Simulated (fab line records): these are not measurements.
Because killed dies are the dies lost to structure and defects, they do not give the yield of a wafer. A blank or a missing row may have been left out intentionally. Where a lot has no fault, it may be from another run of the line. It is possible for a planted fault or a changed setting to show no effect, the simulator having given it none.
Chamber matching / flow n5_finfet / rie_diel-06 running N5_FIN_SAQP_ETCH_67: 4 sister chambers
The step etches SiNx in CH3F/O2, target depth 30 nm. 8 wafers are shown with their chamber, then 9 later ones without.

== WAFERS, EACH WITH ITS CHAMBER ==
wafer=L077.6; chamber=3; drypump_motor_current_A (A)=5.9; throttle_valve_pct (%)=16.63
wafer=L087.1; chamber=3; drypump_motor_current_A (A)=6.0; throttle_valve_pct (%)=16.67
wafer=L087.2; chamber=0; drypump_motor_current_A (A)=5.7; throttle_valve_pct (%)=16.09
wafer=L087.3; chamber=1; drypump_motor_current_A (A)=5.8; throttle_valve_pct (%)=16.50
wafer=L087.5; chamber=1; drypump_motor_current_A (A)=5.7; throttle_valve_pct (%)=16.51
wafer=L089.1; chamber=0; drypump_motor_current_A (A)=5.7; throttle_valve_pct (%)=16.08
wafer=L089.3; chamber=2; drypump_motor_current_A (A)=4.9; throttle_valve_pct (%)=16.40
wafer=L089.5; chamber=2; drypump_motor_current_A (A)=4.9; throttle_valve_pct (%)=16.39

== WAFERS WITHOUT THEIR CHAMBER ==
wafer=L091.1; drypump_motor_current_A (A)=5.7; throttle_valve_pct (%)=16.11
wafer=L091.4; drypump_motor_current_A (A)=5.8; throttle_valve_pct (%)=16.09
wafer=L091.5; drypump_motor_current_A (A)=5.7; throttle_valve_pct (%)=16.51
wafer=L092.2; drypump_motor_current_A (A)=5.8; throttle_valve_pct (%)=16.52
wafer=L092.4; drypump_motor_current_A (A)=5.8; throttle_valve_pct (%)=16.52
wafer=L092.6; drypump_motor_current_A (A)=6.0; throttle_valve_pct (%)=16.68
wafer=L093.2; drypump_motor_current_A (A)=6.0; throttle_valve_pct (%)=16.71
wafer=L093.3; drypump_motor_current_A (A)=5.8; throttle_valve_pct (%)=16.11
wafer=L093.6; drypump_motor_current_A (A)=6.0; throttle_valve_pct (%)=16.69

== WHICH CHAMBER EACH WENT THROUGH ==
wafer=L091.1; from the rows above=0; in truth=0
wafer=L091.4; from the rows above=0; in truth=0
wafer=L091.5; from the rows above=1; in truth=1
wafer=L092.2; from the rows above=1; in truth=1
wafer=L092.4; from the rows above=1; in truth=1
wafer=L092.6; from the rows above=3; in truth=3
wafer=L093.2; from the rows above=3; in truth=3
wafer=L093.3; from the rows above=0; in truth=0
wafer=L093.6; from the rows above=3; in truth=3
Placed correctly: 9 of 9. Number that these rows cannot place: 0. Wrongly placed: 0.
How it was worked out, from the rows above alone: a wafer's distance from a chamber is the root of the sum, over the readings, of the square of ((its reading less the chamber's mean) divided by the reading's scatter). If the next closest chamber is less than 2 further off than the closest, the wafer can't be placed; otherwise it belongs to the closest. For every chamber, the mean is computed from those of its wafers that are shown. How the scatter is found: for the shown wafers, subtract from each reading the mean of its chamber, square and add these, divide the total by (wafers less chambers), then take the root.
